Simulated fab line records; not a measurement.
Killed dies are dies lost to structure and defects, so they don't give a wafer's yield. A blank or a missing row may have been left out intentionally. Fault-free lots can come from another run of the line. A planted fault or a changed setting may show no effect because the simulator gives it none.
fab line records	flow n5-finfet
record: lots: 24	wafers: 72	last-day: 20
route steps=1938 shown BEOL_M15@1813 MIM_TOP@1838 MIM_TOP_LITHO@1850 PAD_METAL@1896 PASSIVATION@1909
lots that met no fault: taken from a fault-free run of the same line
start-h: hours from the record's first day to the start of the lot's first wafer shown	wait-h: hours since the lot's step before	" unchanged from the row above	L1.1+2: several wafers, shown together as one row	- either no value or no given start	* or withheld: withheld	< > ~ a bound
route shown NAME@n: a module of which the file shows steps, and the number in the route of the first	usual: mean and standard deviation over wafers with no fault	same: alike in all rows	chamber/n: place in a boat	sites: the reading at each site	_std_site: standard deviation across them	_edge_site: inner sites' mean taken away from outer sites' mean	radius-mm: how far each site lies from the wafer's centre	mask NAME#n: copy n	behind: the last tool/chamber to shape the wafer	hold: why the lot was held/for how many hours/how that ended	device: transistor that didn't switch, given as n, p or np	end of line: tests of these same wafers at the route's end	step lacking rows: just its recipe	killed: at the first sort, the dies lost to defects and structure; wafer yield is something else	map: dies across one wafer; x = killed, . = not, _ = none there
set.NAME: the setting the step ran with; set.NAME@STEP: the setting that earlier step ran with	model.NAME: the simulator's own value behind a step, which no gauge read
steps of the route over a sample of lots; a table a step, a row a wafer
services: the hour from which a tool's chamber was out of use, counted from the record's first day as start-h (under 0 if before that day), plus the number of hours and why
== steps ==
step: N5_BEOL_M15_STRIP_37
recipe: chemistry: O2	power-w: 600	temp-c: 60	pressure-mtorr: 30	rf-frequency-hz: 6e+07	bias-power-w: 0	overash-fraction: 0.3	o2-flow-sccm: 225
usual: drypump-motor-current-A: 5.6/0.44	oes-product-au: 0.80/0.095	rf-vpp-V: 3.6/0.67	showerhead-plenum-p-Torr: 2.14/0.057	throttle-valve-pct: 16.64/0.18
lot.wafer	tool	chamber	start-h	wait-h	drypump-motor-current-A	oes-product-au	rf-hours-counter-h	rf-vpp-V	showerhead-plenum-p-Torr	throttle-valve-pct
L075.1	rie-diel-01	0	-	-	5.4	0.73	178	2.9	2.18	16.54
L075.5	"	1	"	"	5.7	0.97	-	3.9	2.15	16.56
L075.6	"	2	"	"	4.9	0.74	-	2.3	2.10	16.91
L074.2	rie-diel-04	1	-	-	6.1	0.94	10	3.8	2.24	16.42
L074.3	"	3	"	"	5.6	0.72	177	3.9	2.09	16.62
L074.5	"	1	"	"	6.1	0.93	-	3.5	2.24	16.40
L077.4	rie-diel-02	1	-	-	5.0	0.72	-	3.7	2.18	16.56
L077.5	"	0	"	"	5.0	0.66	-	3.3	2.15	16.90
L077.6	"	3	"	"	5.5	0.77	-	4.3	2.19	16.49
L078.1	rie-diel-04	2	-	-	5.5	0.68	237	3.6	2.06	16.84
L078.2	"	0	"	"	6.1	0.92	33	3.4	2.14	16.66
L078.6	"	1	"	"	6.1	0.92	-	3.5	2.23	16.39
L079.3	rie-diel-04	3	-	-	5.7	0.73	182	5.4	2.09	16.64
L079.5	"	2	"	"	5.5	0.68	-	4.4	2.06	16.85
L079.6	"	3	"	"	5.7	0.72	-	3.6	2.09	16.63
L082.2	rie-diel-01	2	-	-	4.9	0.73	193	3.9	2.09	16.93
L082.4	"	1	"	"	5.7	0.93	15	3.6	2.15	16.63
L082.5	"	3	"	"	4.6	0.71	-	4.5	2.16	16.60
L076.2	rie-diel-04	2	-	-	5.5	0.68	239	3.0	2.06	16.85
L076.3	"	0	"	"	6.1	0.91	35	3.3	2.14	16.65
L076.5	"	1	"	"	6.1	0.91	-	3.9	2.23	16.39
L081.2	rie-diel-04	2	-	-	5.5	0.69	240	3.4	2.06	16.84
L081.5	"	0	"	"	6.1	0.91	-	4.0	2.14	16.65
L081.6	"	1	"	"	6.0	0.92	-	4.2	2.23	16.41
L080.3	rie-diel-01	3	-	-	4.6	0.71	214	3.4	2.16	16.60
L080.4	"	2	"	"	5.0	0.72	196	4.3	2.09	16.95
L080.6	"	2	"	"	5.0	0.73	-	3.1	2.09	16.96
L083.2	rie-diel-04	2	-	-	5.5	0.67	246	2.9	2.06	16.85
L083.5	"	0	"	"	6.1	0.88	-	2.5	2.14	16.65
L083.6	"	3	"	"	5.6	0.71	-	4.8	2.09	16.67
L084.1	rie-diel-04	3	-	-	5.7	0.71	192	3.4	2.09	16.66
L084.3	"	2	"	"	5.5	0.67	247	3.4	2.06	16.85
L084.4	"	1	"	"	6.1	0.91	26	3.1	2.23	16.43
L085.1	rie-diel-04	2	-	-	5.5	0.67	250	4.3	2.06	16.85
L085.2	"	3	"	"	5.6	0.71	195	3.3	2.09	16.67
L085.5	"	1	"	"	6.1	0.90	-	3.6	2.23	16.42
L086.2	rie-diel-02	3	-	-	5.5	0.76	132	3.8	2.18	16.47
L086.4	"	1	"	"	5.0	0.72	-	3.4	2.17	16.57
L086.6	"	3	"	"	5.5	0.76	-	3.9	2.18	16.50
L087.2	rie-diel-04	0	-	-	6.1	0.87	49	2.7	2.14	16.68
L087.5	"	1	"	"	6.1	0.90	-	4.0	2.23	16.43
L087.6	"	3	"	"	5.7	0.71	-	3.0	2.09	16.67
L088.1	rie-diel-04	3	-	-	5.7	0.70	206	2.8	2.08	16.69
L088.2	"	1	"	"	6.1	0.87	41	2.3	2.22	16.46
L088.4	"	2	"	"	5.5	0.97	3	3.1	2.05	16.41
L089.1	rie-diel-02	2	-	-	4.8	0.78	133	3.3	2.19	17.13
L089.2	"	1	"	"	5.1	0.71	219	3.8	2.17	16.60
L089.6	"	1	"	"	5.0	0.71	-	3.8	2.17	16.60
L094.2	rie-diel-04	0	-	-	6.1	0.87	65	4.0	2.13	16.71
L094.3	"	2	"	"	5.5	0.93	9	2.7	2.05	16.42
L094.5	"	1	"	"	6.1	0.87	-	3.4	2.22	16.44
L090.2	rie-diel-01	0	-	-	5.5	0.69	220	3.6	2.16	16.63
L090.4	"	3	"	"	4.7	0.69	234	3.2	2.15	16.63
L090.6	"	1	"	"	5.8	0.87	-	2.6	2.13	16.66
L091.2	rie-diel-02	0	-	-	5.1	0.91	17	4.1	2.14	16.49
L091.4	"	2	"	"	4.9	0.76	142	4.2	2.19	17.16
L091.6	"	3	"	"	5.5	0.74	-	3.6	2.18	16.51
L093.1	rie-diel-04	3	-	-	5.6	0.70	218	4.2	2.08	16.69
L093.2	"	0	"	"	6.1	0.85	69	3.0	2.13	16.72
L093.5	"	3	"	"	5.7	0.70	-	4.2	2.08	16.68
L092.3	rie-diel-04	1	-	-	6.1	0.86	56	3.7	2.22	16.47
L092.4	"	3	"	"	5.6	0.69	220	5.6	2.08	16.71
L092.5	"	0	"	"	6.1	0.84	-	2.9	2.13	16.73
L097.1	rie-diel-02	3	-	-	5.5	0.75	156	4.0	2.18	16.53
L097.4	"	0	"	"	5.0	0.92	21	3.8	2.14	16.48
L097.6	"	3	"	"	5.5	0.76	-	4.5	2.18	16.56
L095.1	rie-diel-04	2	-	-	5.5	0.91	19	4.8	2.05	16.42
L095.4	"	1	"	"	6.1	0.84	58	4.6	2.22	16.50
L095.5	"	3	"	"	5.7	0.69	-	3.8	2.08	16.73
L096.1	rie-diel-04	3	-	-	5.7	0.69	225	2.8	2.08	16.74
L096.4	"	0	"	"	6.1	0.83	77	4.0	2.13	16.72
L096.6	"	3	"	"	5.6	0.70	-	2.8	2.08	16.72
step: N5_BEOL_M15_SPUTTER_43
recipe: material: TaN	target-thk-a: 150	temp-c: 50	bias-v: 168.6	power-w: 15000	chamber-pressure-pa: 0.12	time-s: 24.19
usual: throttle-valve-pct: 30.2/1.4
lot.wafer	tool	chamber	start-h	wait-h	throttle-valve-pct
L075.1	pvd-sputter-01	-	296.68	0.0	32.8
L075.5	"	-	"	"	30.0
L075.6	"	-	"	"	32.8
L074.2	pvd-sputter-02	-	297.47	0.0	32.6
L074.3	"	-	"	"	29.6
L074.5	"	-	"	"	29.5
L077.4	pvd-sputter-02	-	315.82	0.0	29.3
L077.5	"	-	"	"	32.5
L077.6	"	-	"	"	29.7
L078.1	pvd-sputter-02	-	316.68	0.0	29.5
L078.2	"	-	"	"	29.3
L078.6	"	-	"	"	29.2
L079.3	pvd-sputter-02	-	317.04	0.0	29.2
L079.5	"	-	"	"	29.2
L079.6	"	-	"	"	29.2
L082.2	pvd-sputter-02	-	323.70	0.0	29.5
L082.4	"	-	"	"	29.5
L082.5	"	-	"	"	29.3
L076.2	pvd-sputter-01	-	324.74	0.0	28.4
L076.3	"	-	"	"	29.7
L076.5	"	-	"	"	28.2
L081.2	pvd-sputter-03	-	326.19	0.0	32.3
L081.5	"	-	"	"	29.5
L081.6	"	-	"	"	32.4
L080.3	pvd-sputter-03	-	330.85	0.0	29.3
L080.4	"	-	"	"	32.4
L080.6	"	-	"	"	29.4
L083.2	pvd-sputter-02	-	347.68	0.0	29.2
L083.5	"	-	"	"	32.3
L083.6	"	-	"	"	29.5
L084.1	pvd-sputter-03	-	352.86	0.0	31.1
L084.3	"	-	"	"	29.5
L084.4	"	-	"	"	32.5
L085.1	pvd-sputter-01	-	369.99	0.0	29.2
L085.2	"	-	"	"	32.6
L085.5	"	-	"	"	29.5
L086.2	pvd-sputter-03	-	376.22	0.0	32.3
L086.4	"	-	"	"	29.1
L086.6	"	-	"	"	29.4
L087.2	pvd-sputter-01	-	379.17	0.0	28.3
L087.5	"	-	"	"	29.5
L087.6	"	-	"	"	28.4
L088.1	pvd-sputter-01	-	399.30	0.0	29.9
L088.2	"	-	"	"	33.1
L088.4	"	-	"	"	29.1
L089.1	pvd-sputter-02	-	404.24	0.0	29.1
L089.2	"	-	"	"	29.1
L089.6	"	-	"	"	29.4
L094.2	pvd-sputter-02	-	424.15	0.0	32.6
L094.3	"	-	"	"	29.4
L094.5	"	-	"	"	29.6
L090.2	pvd-sputter-03	-	432.03	0.0	29.6
L090.4	"	-	"	"	29.8
L090.6	"	-	"	"	29.7
L091.2	pvd-sputter-01	-	439.70	0.0	29.4
L091.4	"	-	"	"	33.2
L091.6	"	-	"	"	29.6
L093.1	pvd-sputter-03	-	439.75	0.0	30.9
L093.2	"	-	"	"	32.3
L093.5	"	-	"	"	30.1
L092.3	pvd-sputter-03	-	444.95	0.0	29.7
L092.4	"	-	"	"	31.1
L092.5	"	-	"	"	32.5
L097.1	pvd-sputter-02	-	450.10	0.0	29.6
L097.4	"	-	"	"	32.7
L097.6	"	-	"	"	32.3
L095.1	pvd-sputter-03	-	450.19	0.0	32.4
L095.4	"	-	"	"	29.2
L095.5	"	-	"	"	29.3
L096.1	pvd-sputter-02	-	462.88	0.0	29.4
L096.4	"	-	"	"	29.4
L096.6	"	-	"	"	29.5
step: N5_MIM_TOP_SPUTTER_03
recipe: material: TiN	target-thk-a: 350	temp-c: 200	power-w: 3000	chamber-pressure-pa: 0.49996	gas: Ar	reactive-partial-pa: 0.37997	time-s: 89.7
usual: throttle-valve-pct: 30.3/1.5
lot.wafer	tool	chamber	start-h	wait-h	throttle-valve-pct
L075.1	pvd-sputter-02	-	302.94	0.0	29.5
L075.5	"	-	"	"	29.3
L075.6	"	-	"	"	32.3
L074.2	pvd-sputter-02	-	303.56	0.0	32.6
L074.3	"	-	"	"	29.1
L074.5	"	-	"	"	29.4
L077.4	pvd-sputter-02	-	320.44	0.0	32.5
L077.5	"	-	"	"	29.2
L077.6	"	-	"	"	29.2
L078.1	pvd-sputter-02	-	322.82	0.0	29.6
L078.2	"	-	"	"	32.2
L078.6	"	-	"	"	29.7
L079.3	pvd-sputter-02	-	322.94	0.0	32.6
L079.5	"	-	"	"	32.1
L079.6	"	-	"	"	29.6
L082.2	pvd-sputter-01	-	328.40	0.0	29.4
L082.4	"	-	"	"	28.4
L082.5	"	-	"	"	32.7
L076.2	pvd-sputter-01	-	329.28	0.0	29.4
L076.3	"	-	"	"	33.1
L076.5	"	-	"	"	29.5
L081.2	pvd-sputter-03	-	330.37	0.0	32.5
L081.5	"	-	"	"	29.7
L081.6	"	-	"	"	29.6
L080.3	pvd-sputter-01	-	336.92	0.0	28.3
L080.4	"	-	"	"	29.7
L080.6	"	-	"	"	29.4
L083.2	pvd-sputter-03	-	352.52	0.0	29.8
L083.5	"	-	"	"	32.2
L083.6	"	-	"	"	31.0
L084.1	pvd-sputter-02	-	359.18	0.0	29.4
L084.3	"	-	"	"	32.4
L084.4	"	-	"	"	29.5
L085.1	pvd-sputter-03	-	375.28	0.0	30.0
L085.2	"	-	"	"	29.4
L085.5	"	-	"	"	30.9
L086.2	pvd-sputter-01	-	381.02	0.0	29.8
L086.4	"	-	"	"	29.3
L086.6	"	-	"	"	28.2
L087.2	pvd-sputter-01	-	382.79	0.0	32.8
L087.5	"	-	"	"	29.5
L087.6	"	-	"	"	32.8
L088.1	pvd-sputter-01	-	403.98	0.0	28.3
L088.2	"	-	"	"	29.1
L088.4	"	-	"	"	32.9
L089.1	pvd-sputter-01	-	411.15	0.0	32.7
L089.2	"	-	"	"	28.1
L089.6	"	-	"	"	29.7
L094.2	pvd-sputter-01	-	427.95	0.0	29.5
L094.3	"	-	"	"	28.4
L094.5	"	-	"	"	29.7
L090.2	pvd-sputter-02	-	438.54	0.0	28.9
L090.4	"	-	"	"	29.1
L090.6	"	-	"	"	29.6
L091.2	pvd-sputter-01	-	447.44	0.0	28.4
L091.4	"	-	"	"	29.8
L091.6	"	-	"	"	32.8
L093.1	pvd-sputter-01	-	447.66	0.0	29.3
L093.2	"	-	"	"	29.8
L093.5	"	-	"	"	29.8
L092.3	pvd-sputter-03	-	448.91	0.0	31.2
L092.4	"	-	"	"	29.0
L092.5	"	-	"	"	29.5
L097.1	pvd-sputter-02	-	455.09	0.0	29.6
L097.4	"	-	"	"	32.4
L097.6	"	-	"	"	29.6
L095.1	pvd-sputter-02	-	455.25	0.0	32.1
L095.4	"	-	"	"	29.2
L095.5	"	-	"	"	32.5
L096.1	pvd-sputter-01	-	468.11	0.0	29.3
L096.4	"	-	"	"	28.4
L096.6	"	-	"	"	29.3
step: N5_MIM_TOP_LITHO_DESCUM_10
recipe: chemistry: O2	time-s: 7.9	source-power-w: 50	bias-power-w: 20	pressure-mtorr: 20	rf-frequency-hz: 2.712e+07	temp-c: 40	o2-flow-sccm: 225
usual: drypump-motor-current-A: 5.50/0.21	oes-product-au: 0.78/0.085	rf-vpp-V: 243.0/1.4	showerhead-plenum-p-Torr: 2.08/0.079	throttle-valve-pct: 20.40/0.26
lot.wafer	tool	chamber	start-h	wait-h	drypump-motor-current-A	oes-product-au	rf-hours-counter-h	rf-vpp-V	showerhead-plenum-p-Torr	throttle-valve-pct
L075.1	rie-diel-03	3	303.42	0.0	5.25	0.81	86	243.5	2.12	20.74
L075.5	"	1	"	"	5.44	0.83	-	243.8	2.11	20.06
L075.6	"	2	"	"	5.60	0.71	-	240.4	1.90	20.44
L074.2	rie-diel-03	3	304.17	0.0	5.25	0.83	86	242.9	2.12	20.73
L074.3	"	2	"	"	5.61	0.72	186	240.3	1.90	20.44
L074.5	"	0	"	"	5.42	0.71	-	243.9	2.08	20.47
L077.4	rie-diel-06	3	320.92	0.0	5.31	0.75	176	243.2	2.09	20.64
L077.5	"	3	"	"	5.31	0.75	-	244.0	2.09	20.64
L077.6	"	2	"	"	5.24	0.70	-	243.5	2.07	20.28
L078.1	rie-diel-03	2	323.30	0.0	5.61	0.71	195	240.4	1.90	20.45
L078.2	"	3	"	"	5.35	0.81	95	244.7	2.11	20.77
L078.6	"	3	"	"	5.28	0.81	-	242.6	2.11	20.76
L079.3	rie-diel-06	2	323.54	0.0	5.29	0.69	235	241.5	2.07	20.25
L079.5	"	2	"	"	5.27	0.70	-	243.2	2.07	20.26
L079.6	"	3	"	"	5.34	0.75	-	244.2	2.09	20.64
L082.2	rie-diel-03	2	328.88	0.0	5.60	0.71	198	241.2	1.90	20.45
L082.4	"	1	"	"	5.43	0.82	-	242.9	2.11	20.06
L082.5	"	2	"	"	5.60	0.70	-	241.2	1.90	20.44
L076.2	rie-diel-06	3	329.88	0.0	5.31	0.75	178	243.5	2.09	20.64
L076.3	"	1	"	"	5.86	0.74	143	242.5	2.09	20.02
L076.5	"	1	"	"	5.87	0.75	-	243.3	2.09	20.02
L081.2	rie-diel-03	2	330.97	0.0	5.62	0.70	199	240.6	1.90	20.46
L081.5	"	3	"	"	5.29	0.79	-	243.4	2.11	20.76
L081.6	"	1	"	"	5.43	0.82	-	243.4	2.10	20.08
L080.3	rie-diel-03	1	337.67	0.3	5.43	0.82	94	241.8	2.10	20.08
L080.4	"	2	"	"	5.60	0.70	202	240.3	1.89	20.44
L080.6	"	1	"	"	5.42	0.81	-	243.2	2.10	20.07
L083.2	rie-diel-03	3	353.16	0.1	5.27	0.79	107	242.6	2.11	20.77
L083.5	"	2	"	"	5.61	0.71	-	240.5	1.89	20.46
L083.6	"	3	"	"	5.27	0.80	-	243.8	2.11	20.77
L084.1	rie-diel-05	3	359.79	0.0	5.59	0.83	96	243.7	2.12	20.41
L084.3	"	1	"	"	5.57	0.86	60	243.5	2.13	20.46
L084.4	"	1	"	"	5.54	0.85	-	243.6	2.13	20.45
L085.1	rie-diel-06	1	375.75	0.0	5.84	0.73	160	241.6	2.08	20.04
L085.2	"	3	"	"	5.33	0.74	196	244.0	2.08	20.67
L085.5	"	3	"	"	5.31	0.74	-	243.4	2.08	20.65
L086.2	rie-diel-06	0	381.64	0.0	5.56	0.98	2	244.9	2.23	20.35
L086.4	"	0	"	"	5.53	0.98	-	245.8	2.23	20.35
L086.6	"	1	"	"	5.85	0.72	-	243.3	2.08	20.04
L087.2	rie-diel-06	3	383.31	0.1	5.33	0.73	200	244.4	2.08	20.66
L087.5	"	3	"	"	5.35	0.72	-	242.7	2.08	20.66
L087.6	"	1	"	"	5.87	0.73	-	242.8	2.08	20.04
L088.1	rie-diel-03	3	404.99	0.4	5.28	0.78	122	243.2	2.10	20.81
L088.2	"	1	"	"	5.45	0.80	109	244.4	2.10	20.11
L088.4	"	2	"	"	5.61	0.69	222	239.8	1.89	20.47
L089.1	rie-diel-03	1	411.85	0.3	5.42	0.81	111	243.3	2.10	20.09
L089.2	"	2	"	"	5.61	0.69	223	240.9	1.89	20.48
L089.6	"	0	"	"	5.45	0.68	-	244.2	2.07	20.51
L094.2	rie-diel-06	2	428.68	0.2	5.28	0.96	15	242.0	2.05	19.98
L094.3	"	3	"	"	5.34	0.71	215	243.6	2.08	20.69
L094.5	"	0	"	"	5.54	0.91	-	245.9	2.23	20.38
L090.2	rie-diel-05	1	439.41	0.3	5.50	0.82	82	243.9	2.12	20.48
L090.4	"	1	"	"	5.51	0.82	-	243.8	2.12	20.49
L090.6	"	2	"	"	5.89	0.91	-	242.3	2.05	20.04
L091.2	rie-diel-06	3	447.92	0.0	5.35	0.72	222	242.7	2.07	20.71
L091.4	"	0	"	"	5.54	0.91	27	246.4	2.22	20.39
L091.6	"	1	"	"	5.85	0.70	-	242.1	2.07	20.08
L093.1	rie-diel-05	3	448.33	0.2	5.61	0.79	131	243.4	2.10	20.46
L093.2	"	0	"	"	5.12	1.03	0	243.7	2.15	20.45
L093.5	"	2	"	"	5.93	0.90	-	242.8	2.05	20.03
L092.3	rie-diel-06	3	449.52	0.0	5.32	0.72	223	242.9	2.07	20.71
L092.4	"	2	"	"	5.29	0.95	23	241.9	2.05	19.98
L092.5	"	0	"	"	5.52	0.91	-	244.7	2.22	20.40
L097.1	rie-diel-03	0	455.70	0.0	5.48	0.67	247	243.6	2.07	20.54
L097.4	"	1	"	"	5.42	0.79	127	243.9	2.09	20.11
L097.6	"	1	"	"	5.45	0.79	-	243.9	2.09	20.13
L095.1	rie-diel-05	0	455.85	0.0	5.12	1.00	3	244.3	2.14	20.46
L095.4	"	3	"	"	5.60	0.78	134	243.5	2.10	20.46
L095.5	"	0	"	"	5.12	0.99	-	243.3	2.14	20.46
L096.1	rie-diel-05	2	468.73	0.1	5.88	0.88	37	243.2	2.05	20.05
L096.4	"	1	"	"	5.54	0.81	93	242.7	2.12	20.52
L096.6	"	2	"	"	5.90	0.89	-	244.0	2.05	20.06
step: N5_PASSIVATION_AL_DEP_21
recipe: material: Al	target-thk-a: 28000	temp-c: 400	time-s: 170	power-w: 30000	chamber-pressure-pa: 0.4	gas: Ar
usual: throttle-valve-pct: 30.3/1.5
lot.wafer	tool	chamber	start-h	wait-h	throttle-valve-pct
L075.1	pvd-sputter-03	-	307.27	0.1	32.2
L075.5	"	-	"	"	31.1
L075.6	"	-	"	"	30.1
L074.2	pvd-sputter-02	-	308.54	0.1	29.1
L074.3	"	-	"	"	32.4
L074.5	"	-	"	"	29.2
L077.4	pvd-sputter-01	-	325.76	0.1	28.3
L077.5	"	-	"	"	29.5
L077.6	"	-	"	"	28.3
L078.1	pvd-sputter-03	-	327.33	0.1	29.8
L078.2	"	-	"	"	32.3
L078.6	"	-	"	"	32.4
L079.3	pvd-sputter-02	-	328.70	0.1	32.7
L079.5	"	-	"	"	29.4
L079.6	"	-	"	"	29.4
L082.2	pvd-sputter-02	-	333.51	0.1	29.2
L082.4	"	-	"	"	29.5
L082.5	"	-	"	"	32.3
L076.2	pvd-sputter-01	-	334.11	0.1	28.3
L076.3	"	-	"	"	29.3
L076.5	"	-	"	"	28.4
L081.2	pvd-sputter-03	-	334.85	0.1	32.4
L081.5	"	-	"	"	32.3
L081.6	"	-	"	"	29.2
L080.3	pvd-sputter-01	-	341.27	0.1	29.6
L080.4	"	-	"	"	32.9
L080.6	"	-	"	"	28.4
L083.2	pvd-sputter-02	-	358.06	0.1	29.2
L083.5	"	-	"	"	29.3
L083.6	"	-	"	"	32.2
L084.1	pvd-sputter-03	-	363.57	0.1	31.0
L084.3	"	-	"	"	29.3
L084.4	"	-	"	"	32.4
L085.1	pvd-sputter-01	-	379.79	0.1	29.8
L085.2	"	-	"	"	28.0
L085.5	"	-	"	"	29.6
L086.2	pvd-sputter-02	-	388.50	0.1	29.7
L086.4	"	-	"	"	29.5
L086.6	"	-	"	"	29.7
L087.2	pvd-sputter-03	-	388.50	0.1	30.1
L087.5	"	-	"	"	29.7
L087.6	"	-	"	"	29.4
L088.1	pvd-sputter-02	-	411.00	0.1	32.6
L088.2	"	-	"	"	29.9
L088.4	"	-	"	"	29.3
L089.1	pvd-sputter-01	-	417.33	0.1	29.8
L089.2	"	-	"	"	28.2
L089.6	"	-	"	"	33.2
L094.2	pvd-sputter-01	-	432.55	0.1	28.2
L094.3	"	-	"	"	32.9
L094.5	"	-	"	"	29.5
L090.2	pvd-sputter-03	-	445.81	0.1	29.7
L090.4	"	-	"	"	32.5
L090.6	"	-	"	"	32.5
L091.2	pvd-sputter-01	-	454.57	0.1	29.9
L091.4	"	-	"	"	28.5
L091.6	"	-	"	"	29.3
L093.1	pvd-sputter-01	-	455.27	0.1	29.0
L093.2	"	-	"	"	32.3
L093.5	"	-	"	"	29.2
L092.3	pvd-sputter-03	-	456.22	0.1	32.5
L092.4	"	-	"	"	29.2
L092.5	"	-	"	"	32.4
L095.1	pvd-sputter-01	-	459.33	0.1	28.4
L095.4	"	-	"	"	29.3
L095.5	"	-	"	"	29.9
L097.1	pvd-sputter-03	-	459.42	0.1	29.4
L097.4	"	-	"	"	30.0
L097.6	"	-	"	"	30.9
L096.1	pvd-sputter-03	-	472.98	0.1	29.3
L096.4	"	-	"	"	32.5
L096.6	"	-	"	"	30.0
step: N5_PASSIVATION_AL_ETCH_33
recipe: chemistry: Cl2/BCl3	target-depth-a: 28000	over-etch-frac: 0.15	Cl2_flow_sccm: 180	bcl3-flow-sccm: 60	target: Al	stop-on: TaN	time-s: 466.7	ion-energy-ev: 100	pressure-mtorr: 10	icp-w: 900	bias-w: 100
usual: drypump-motor-current-A: 5.5/0.44	oes-product-au: 0.73/0.063	throttle-valve-pct: 34.18/0.19
lot.wafer	tool	chamber	start-h	wait-h	drypump-motor-current-A	oes-product-au	rf-hours-counter-h	throttle-valve-pct
L075.1	rie-metal-01	1	308.07	0.1	5.0	0.81	8	34.01
L075.5	"	0	"	"	5.0	0.73	-	34.15
L075.6	"	1	"	"	5.0	0.80	-	34.03
L074.2	rie-metal-02	1	309.55	0.1	5.0	0.58	109	33.95
L074.3	"	0	"	"	6.0	0.73	-	34.25
L074.5	"	1	"	"	5.0	0.58	-	33.94
L077.4	rie-metal-01	1	326.66	0.2	5.0	0.79	-	34.03
L077.5	"	1	"	"	5.0	0.79	-	34.05
L077.6	"	0	"	"	5.0	0.72	-	34.17
L078.1	rie-metal-01	0	328.23	0.1	5.0	0.70	37	34.19
L078.2	"	1	"	"	5.0	0.78	10	34.07
L078.6	"	1	"	"	5.0	0.78	-	34.08
L079.3	rie-metal-02	0	329.62	0.3	6.1	0.73	-	34.25
L079.5	"	0	"	"	6.1	0.73	-	34.25
L079.6	"	0	"	"	6.0	0.73	-	34.28
L082.2	rie-metal-02	0	334.41	0.2	6.1	0.72	-	34.28
L082.4	"	0	"	"	6.1	0.72	-	34.24
L082.5	"	0	"	"	6.1	0.72	-	34.26
L076.2	rie-metal-03	1	334.89	0.1	5.4	0.68	51	34.44
L076.3	"	0	"	"	6.0	0.85	-	33.93
L076.5	"	0	"	"	6.0	0.85	-	33.90
L081.2	rie-metal-01	0	335.62	0.1	5.0	0.71	39	34.18
L081.5	"	1	"	"	5.0	0.79	-	34.07
L081.6	"	0	"	"	5.0	0.70	-	34.17
L080.3	rie-metal-01	0	342.04	0.2	5.0	0.70	-	34.17
L080.4	"	1	"	"	5.0	0.77	-	34.08
L080.6	"	0	"	"	5.0	0.71	-	34.17
L083.2	rie-metal-03	0	358.83	0.1	5.9	0.83	6	33.93
L083.5	"	1	"	"	5.4	0.67	-	34.49
L083.6	"	0	"	"	5.9	0.83	-	33.93
L084.1	rie-metal-03	1	364.22	0.1	5.4	0.67	54	34.49
L084.3	"	1	"	"	5.4	0.67	-	34.45
L084.4	"	0	"	"	6.0	0.82	-	33.95
L085.1	rie-metal-03	1	380.44	0.1	5.4	0.67	55	34.45
L085.2	"	0	"	"	6.0	0.82	8	33.90
L085.5	"	0	"	"	6.0	0.82	-	33.90
L086.2	rie-metal-03	1	389.14	0.1	5.4	0.66	56	34.48
L086.4	"	1	"	"	5.4	0.66	-	34.50
L086.6	"	1	"	"	5.4	0.67	-	34.47
L087.2	rie-metal-01	0	389.30	0.1	5.0	0.71	43	34.16
L087.5	"	0	"	"	5.0	0.70	-	34.16
L087.6	"	1	"	"	5.0	0.76	-	34.03
L088.1	rie-metal-03	1	411.98	0.1	5.4	0.65	58	34.51
L088.2	"	0	"	"	6.0	0.79	11	33.97
L088.4	"	1	"	"	5.4	0.65	-	34.49
L089.1	rie-metal-03	0	418.10	0.1	5.9	0.79	12	33.99
L089.2	"	1	"	"	5.4	0.66	59	34.49
L089.6	"	1	"	"	5.4	0.65	-	34.50
L094.2	rie-metal-01	0	433.60	0.1	5.0	0.70	47	34.17
L094.3	"	1	"	"	5.0	0.75	-	34.08
L094.5	"	1	"	"	5.0	0.74	-	34.07
L090.2	rie-metal-02	0	446.46	0.1	6.1	0.70	43	34.28
L090.4	"	0	"	"	6.1	0.70	-	34.27
L090.6	"	0	"	"	6.0	0.71	-	34.25
L091.2	rie-metal-02	1	455.69	0.1	5.0	0.83	6	34.09
L091.4	"	1	"	"	5.0	0.85	-	34.05
L091.6	"	1	"	"	5.0	0.83	-	34.10
L093.1	rie-metal-03	0	456.04	0.1	5.9	0.78	15	33.94
L093.2	"	1	"	"	5.4	0.65	62	34.48
L093.5	"	0	"	"	6.0	0.78	-	33.96
L092.3	rie-metal-02	0	457.08	0.2	6.1	0.70	-	34.28
L092.4	"	1	"	"	5.0	0.83	-	34.11
L092.5	"	1	"	"	5.0	0.82	-	34.12
L095.1	rie-metal-03	0	460.11	0.1	6.0	0.79	16	33.93
L095.4	"	1	"	"	5.4	0.65	-	34.47
L095.5	"	0	"	"	5.9	0.78	-	33.96
L097.1	rie-metal-01	0	460.27	0.1	5.0	0.68	50	34.21
L097.4	"	0	"	"	5.0	0.68	-	34.20
L097.6	"	1	"	"	5.0	0.74	-	34.08
L096.1	rie-metal-03	1	473.94	0.1	5.4	0.65	64	34.51
L096.4	"	0	"	"	6.0	0.76	-	33.98
L096.6	"	1	"	"	5.4	0.64	-	34.51
== services ==
tool	chamber	start-h	hours	kind
rie-metal-03	-	274.07	1.4	pm
rie-diel-06	2	285.04	20.5	repair
rie-diel-03	1	290.99	9.8	repair
rie-diel-02	2	294.86	20.4	repair
rie-diel-05	0	297.70	19.9	repair
rie-diel-06	0	300.01	1.3	repair
rie-diel-06	3	303.75	16.3	repair
rie-diel-06	2	311.68	4.3	repair
rie-diel-06	-	315.30	0.9	repair
rie-diel-05	1	340.08	4.4	repair
rie-diel-05	2	342.03	3.2	repair
rie-metal-02	-	348.74	14.6	pm
rie-diel-02	3	351.99	7.2	repair
rie-diel-03	1	369.64	16.3	repair
rie-diel-05	1	387.25	21.5	repair
rie-diel-06	3	398.74	2.8	repair
rie-diel-04	2	404.85	1.6	repair
rie-diel-03	3	417.16	6.7	repair
rie-metal-02	-	431.06	2.8	pm
rie-diel-04	-	436.28	2.6	repair
pvd-sputter-02	-	446.64	2.0	repair
rie-diel-03	2	460.10	5.9	repair
pvd-sputter-02	-	465.16	5.0	repair
rie-diel-03	1	472.90	4.8	repair
== key ==
fault none
